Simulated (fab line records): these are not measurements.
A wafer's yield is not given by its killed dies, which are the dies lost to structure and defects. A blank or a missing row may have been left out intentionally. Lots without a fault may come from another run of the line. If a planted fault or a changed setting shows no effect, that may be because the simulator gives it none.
Which tool did it? | flow nand harc | Sampling: 13 lots, 39 wafers, 5 of 1302 route steps

== WHAT THE GAUGES READ, wafer by wafer ==
NHARC_END_SORT_01. Usual: killed at array 57, standard deviation 19; killed at other 0.9, standard deviation 1.1; killed at periphery 4.0, standard deviation 2.6; killed dies 62, standard deviation 19; killed open 3.3, standard deviation 1.8; killed short 2.4, standard deviation 1.7.
lot  | measured     | on        | killed at array | killed at other | killed at periphery | killed dies | killed open | killed short | flag
L581 | day 29 16:26 | prober-02 | 53 45 45        | 1 0 1           | 6 4 9               | 60 49 55    | 2 3 5       | 0 0 1        |

== WHICH TOOL RAN EACH LOT (tool, then ch and the chambers of the sampled wafers, then the start) ==
lot  | NHARC_A_WL_FILL_STRIP_27             | NHARC_A_WL_FILL_ALD_19              | NHARC_A_CONTACT_DEP_28        | NHARC_A_CONTACT_DEP_29
L569 | plasma asher-02 ch 0,1, day 20 07:53 | ald metal-03 ch 0,1, day 20 23:37   | acl dep-01 ch 0, day 21 01:08 | pecvd-01 ch 0,2, day 21 05:32
L572 | plasma asher-01 ch 0,1, day 20 23:11 | ald metal-02 ch 1,3, day 21 15:17   | acl dep-03 ch 0, day 21 17:38 | pecvd-03 ch 0,2, day 21 21:13
L573 | plasma asher-02 ch 0,1, day 21 21:38 | ald metal-03 ch 0,1,2, day 22 13:22 | acl dep-03 ch 0, day 22 17:17 | pecvd-02 ch 0,2, day 22 21:33
L574 | plasma asher-01 ch 0,1, day 22 00:55 | ald metal-01 ch 0,1,2, day 22 16:40 | acl dep-02 ch 0, day 22 20:23 | pecvd-03 ch 0,1,2, day 23 00:43
L576 | plasma asher-02 ch 0,1, day 22 18:19 | ald metal-02 ch 0,2,3, day 23 10:50 | acl dep-02 ch 0, day 23 12:21 | pecvd-02 ch 0,1,2, day 23 16:39
L575 | plasma asher-02 ch 0,1, day 22 20:19 | ald metal-03 ch 0,3, day 23 10:52   | acl dep-01 ch 0, day 23 15:18 | pecvd-02 ch 0,2, day 23 18:11
L577 | plasma asher-02 ch 0,1, day 23 08:40 | ald metal-03 ch 0,2, day 24 01:58   | acl dep-02 ch 0, day 24 09:48 | pecvd-01 ch 1,2, day 24 12:40
L579 | plasma asher-01 ch 0,1, day 24 14:58 | ald metal-02 ch 1,2,3, day 25 08:11 | acl dep-02 ch 0, day 25 10:32 | pecvd-01 ch 0,2, day 25 14:08
L581 | plasma asher-01 ch 0,1, day 25 13:02 | ald metal-01 ch 0,2, day 26 05:43   | acl dep-01 ch 0, day 26 09:43 | pecvd-02 ch 0,2, day 26 12:37
L583 | plasma asher-02 ch 0,1, day 26 09:30 | ald metal-02 ch 0,1,2, day 27 03:40 | acl dep-02 ch 0, day 27 05:17 | pecvd-02 ch 1,2, day 27 09:37
L585 | plasma asher-01 ch 0,1, day 26 22:11 | ald metal-02 ch 0,1,2, day 27 13:52 | acl dep-01 ch 0, day 27 16:47 | pecvd-02 ch 1,2, day 27 19:38
L586 | plasma asher-02 ch 0,1, day 26 23:37 | ald metal-03 ch 0,1,2, day 27 13:55 | acl dep-02 ch 0, day 27 16:16 | pecvd-02 ch 1,2, day 27 19:52
L591 | plasma asher-02 ch 0,1, day 30 00:57 | ald metal-03 ch 0,1,2, day 30 18:03 | acl dep-03 ch 0, day 30 20:55 | pecvd-03 ch 0,1,2, day 30 23:48
- NHARC_A_WL_FILL_STRIP_27: strips in N2/H2, time 20 s.
- NHARC_A_WL_FILL_ALD_19: deposits TiN, target thk 2 nm, pulse time 3 s, ald cycles 100.
- NHARC_A_CONTACT_DEP_28: deposits aC, target thk 7000 nm.
- NHARC_A_CONTACT_DEP_29: deposits SiON, target thk 100 nm.

== WHAT THE TOOLS THEMSELVES READ (means of the sampled wafers that have a number; where no wafer has one, the mark that the record gives instead) ==
NHARC_A_WL_FILL_STRIP_27. Usual: drypump motor current A 5.6 A, standard deviation 0.33; heater power w 342 W, standard deviation 24.
lot  | tool            | drypump motor current A (A) | heater power w (W) | flag
L569 | plasma asher-02 | 5.4                         | 338                |
L572 | plasma asher-01 | 6.1                         | 361                |
L573 | plasma asher-02 | 5.4                         | 323                |
L574 | plasma asher-01 | 6.0                         | 371                |
L576 | plasma asher-02 | 5.4                         | 328                |
L575 | plasma asher-02 | 5.4                         | 327                |
L577 | plasma asher-02 | 5.4                         | 327                |
L579 | plasma asher-01 | 6.1                         | 363                |
L581 | plasma asher-01 | 6.0                         | 373                |
L583 | plasma asher-02 | 5.4                         | 326                |
L585 | plasma asher-01 | 6.0                         | 367                |
L586 | plasma asher-02 | 5.4                         | 335                |
L591 | plasma asher-02 | 5.4                         | 321                |

NHARC_A_WL_FILL_ALD_19. Usual: heater power outer w 689 W, standard deviation 73; heater power w 1089 W, standard deviation 99; precursor pulse height rel 1.000, standard deviation 0.02.
lot  | tool         | heater power outer w (W) | heater power w (W) | precursor pulse height rel | flag
L569 | ald metal-03 | 740                      | 1221               | 1.000                      |
L572 | ald metal-02 | 687                      | 1120               | 1.005                      |
L573 | ald metal-03 | 752                      | 1179               | 1.000                      |
L574 | ald metal-01 | 631                      | 1008               | 1.013                      |
L576 | ald metal-02 | 648                      | 1065               | 0.978                      |
L575 | ald metal-03 | 749                      | 1197               | 1.013                      |
L577 | ald metal-03 | 836                      | 1255               | 0.983                      |
L579 | ald metal-02 | 700                      | 1114               | 1.034                      |
L581 | ald metal-01 | 658                      | 1053               | 0.987                      |
L583 | ald metal-02 | 675                      | 1064               | 0.988                      |
L585 | ald metal-02 | 669                      | 1076               | 0.999                      |
L586 | ald metal-03 | 757                      | 1162               | 1.009                      |
L591 | ald metal-03 | 753                      | 1174               | 1.005                      |

NHARC_A_CONTACT_DEP_28. Usual: throttle valve pct at 34.999 %, with a standard deviation of 0.0092.
lot  | tool       | throttle valve pct (%) | flag
L569 | acl dep-01 | 34.985                 |
L572 | acl dep-03 | 35.002                 |
L573 | acl dep-03 | 35.001                 |
L574 | acl dep-02 | 34.997                 |
L576 | acl dep-02 | 34.995                 |
L575 | acl dep-01 | 34.997                 |
L577 | acl dep-02 | 35.001                 |
L579 | acl dep-02 | 34.997                 |
L581 | acl dep-01 | 34.993                 |
L583 | acl dep-02 | 35.003                 |
L585 | acl dep-01 | 34.994                 |
L586 | acl dep-02 | 34.998                 |
L591 | acl dep-03 | 34.997                 |

NHARC_A_CONTACT_DEP_29. Usual: heater power outer w 427 W, standard deviation 60; heater power w 714 W, standard deviation 99; rf fwd power W 348.5 W, standard deviation 1.1.
lot  | tool     | heater power outer w (W) | heater power w (W) | rf fwd power W (W) | flag
L569 | pecvd-01 | 433                      | 699                | 347.9              |
L572 | pecvd-03 | 437                      | 689                | 348.9              |
L573 | pecvd-02 | 380                      | 652                | 347.9              |
L574 | pecvd-03 | 467                      | 771                | 349.3              |
L576 | pecvd-02 | 405                      | 676                | 348.8              |
L575 | pecvd-02 | 384                      | 651                | 348.3              |
L577 | pecvd-01 | 429                      | 701                | 349.3              |
L579 | pecvd-01 | 369                      | 639                | 348.2              |
L581 | pecvd-02 | 427                      | 715                | 347.0              |
L583 | pecvd-02 | 389                      | 655                | 346.7              |
L585 | pecvd-02 | 409                      | 679                | 293.0              | OFF
L586 | pecvd-02 | 418                      | 692                | 291.3              | OFF
L591 | pecvd-03 | 485                      | 772                | 349.1              |

== THE ANSWER, worked out from the rows above alone ==
Rule: a lot is off if the mean of its wafers that have a number lies more than 3 standard deviations from the usual mean. A lot without any number at a reading at which 4 lots or more have one is off too. Any other lot the step has rows for is counted as sound. The gauges are gone through in route order, then the tools' own readings, and for those a lot's mean is taken as printed above. At the first step where some lot is off, the reading lying furthest off is the one used; lots without a number count as furthest.
Off at NHARC_A_CONTACT_DEP_29 (rf fwd power W): L585, L586.
A tool fits if, at that step or a process step before it, it ran every lot that is off, and no sound lot after the first of them. One fits: pecvd-02 at NHARC_A_CONTACT_DEP_29. Its last sound lot is L583 (day 27 09:37), its first lot that is off L585 (day 27 19:38): a fault that began between those two fits.
On the lots that are off, the tool's own readings at NHARC_A_CONTACT_DEP_29 differ by more than 5 times the standard deviation of the sound lots' means, which bears it out; rf fwd power W reads 292.1 W there versus 348.3 W on the sound lots.

== WHAT HAD BEEN PUT IN BY THE SIMULATOR ==
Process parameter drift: pecvd-02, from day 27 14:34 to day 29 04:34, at NHARC_A_CONTACT_DEP_29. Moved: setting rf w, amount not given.
Lots struck among those shown: L585, L586. Same finding as the rule above.
